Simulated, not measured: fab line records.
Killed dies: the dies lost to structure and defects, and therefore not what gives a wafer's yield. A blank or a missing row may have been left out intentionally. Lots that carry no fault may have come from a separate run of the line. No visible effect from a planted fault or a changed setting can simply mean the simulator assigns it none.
A struck lot beside a sound one | flow nandHarc | 13 out of 1302 route steps
Sound: wafers L929.1, L929.3, L929.4. Struck: wafer L938.2. (L938.3, L938.4 of the same lot were not struck and are left out.) The cause comes at the end.
Per side, at each step with rows, come the tool, then ch with its chambers, and then its first start. Under that, the readings that differ: sound wafers | struck wafers | difference of the means | sigmas: that difference in standard deviations of wafers without a fault.
alike: same words and numbers on both sides, and readings whose means sit less than 2 such deviations apart. not compared: any withheld reading, any reading some wafer has no value for, any bound like >300 that may hide the same value, and any number with overlapping values for which the record gives no deviation.
A row with sigmas, a row that says differs or no value, or rows on one side alone: a step with any of these is where the two part. When numbers do not overlap yet have no deviation, they are printed without sigmas and do not part them. A reading that every wafer of one side lacks parts them only if that side has two wafers or more.

NHARC_A_CHANNEL_FILL_D2_ALD_25: deposits SiOx, target thk 60 nm, pulse time 10 s, ald cycles 600.
  sound on aldHk-01 ch 1,2,3, day 15 22:10; struck on aldHk-03 ch 3, day 19 19:38
  alike: heaterPowerW, precursorPulseHeightRel
NHARC_A_CHANNEL_FILL_D2_ETCHBACK_08: etches the open film in C4F8, target depth 220 nm, time 110 s.
  sound on rieDiel-10 ch 0,1,3; struck on rieDiel-07 ch 2
reading             | sound             | struck | difference | sigmas
rfHoursCounterH (h) | 2 3 3             | 4      | +1         | 
rfVppV (V)          | 443.8 445.2 438.2 | 435.5  | -6.9       | -2
  alike: oesProductAu, rfFwdPowerW
NHARC_A_CHANNEL_FILL_D2_STRIP_29: strips in O2, time 20 s.
  sound on rieDiel-10 ch 0,2,3; struck on rieDiel-07 ch 1
reading                  | sound       | struck | difference | sigmas
drypumpMotorCurrentA (A) | 6.2 5.6 6.4 | 5.0    | -1.1       | -2
rfHoursCounterH (h)      | 3 3 3       | 4      | +1         | 
  alike: oesProductAu, rfVppV, showerheadPlenumPTorr, throttleValvePct
then, 3 steps without rows for these wafers: NHARC_A_CHANNEL_FILL_D2_PRECLEAN_30 (cleans in dHF, time 30 s); NHARC_A_CHANNEL_FILL_D2_SRD_31; NHARC_A_CHANNEL_FILL_D2_CVD_09 (deposits poly-Si, target thk 150 nm, time 3000 s).
NHARC_A_CHANNEL_FILL_D2_CMP_10: polishes, target thk 150 nm.
  sound on cmp-02 ch 0,1,3, day 16 08:56; struck on cmp-02 ch 3, day 20 05:05
  alike: motorCurrentA, retainingRingPressureFrac, slurryFlowMlMin, timeToEndpointS
next, for these wafers, 1 step has no rows: NHARC_A_CHANNEL_FILL_D2_SRD_12.
NHARC_A_CHANNEL_FILL_D2_RTA_24: time 5 s.
  sound on rtpAnneal-01 ch 0, day 16 09:22; struck on rtpAnneal-01 ch 0, day 20 05:32
  alike: lampPowerPct, wafer_temp_C_max
NHARC_A_CHANNEL_FILL_D2_INSPECT_13:
  sound: defectInspect-01 at day 16 09:34; struck: defectInspect-02 at day 20 05:43
  alike: rawDefectCount
NHARC_A_STAIRCASE_DEP_156: deposits SiNx, target thk 50 nm.
  sound on pecvd-04 ch 0,2, day 16 09:39; struck on pecvd-01 ch 1, day 20 05:46
reading         | sound             | struck | difference | sigmas
rfFwdPowerW (W) | 445.7 449.0 447.2 | 519.5  | +72.2      | +48
  alike: heaterPowerW, showerheadVppV
then, 1 step without rows for these wafers: NHARC_A_STAIRCASE_DEHYDRATE_158 (time 120 s).
-- break in the record here, with 9 days between the starts of the struck wafers on either side (left off in module A_STAIRCASE, picked up again in module END, where the first step shown is number 1302 on the route) --
NHARC_END_SORT_01:
  at this point the record logs the struck wafers (prober-02 ch 0, day 29 05:11) and has no rows for the sound ones

== WHERE THEY PART ==
Last at NHARC_END_SORT_01 as far as this record goes, first at NHARC_A_CHANNEL_FILL_D2_ETCHBACK_08.

WHY: whatever the simulator had introduced
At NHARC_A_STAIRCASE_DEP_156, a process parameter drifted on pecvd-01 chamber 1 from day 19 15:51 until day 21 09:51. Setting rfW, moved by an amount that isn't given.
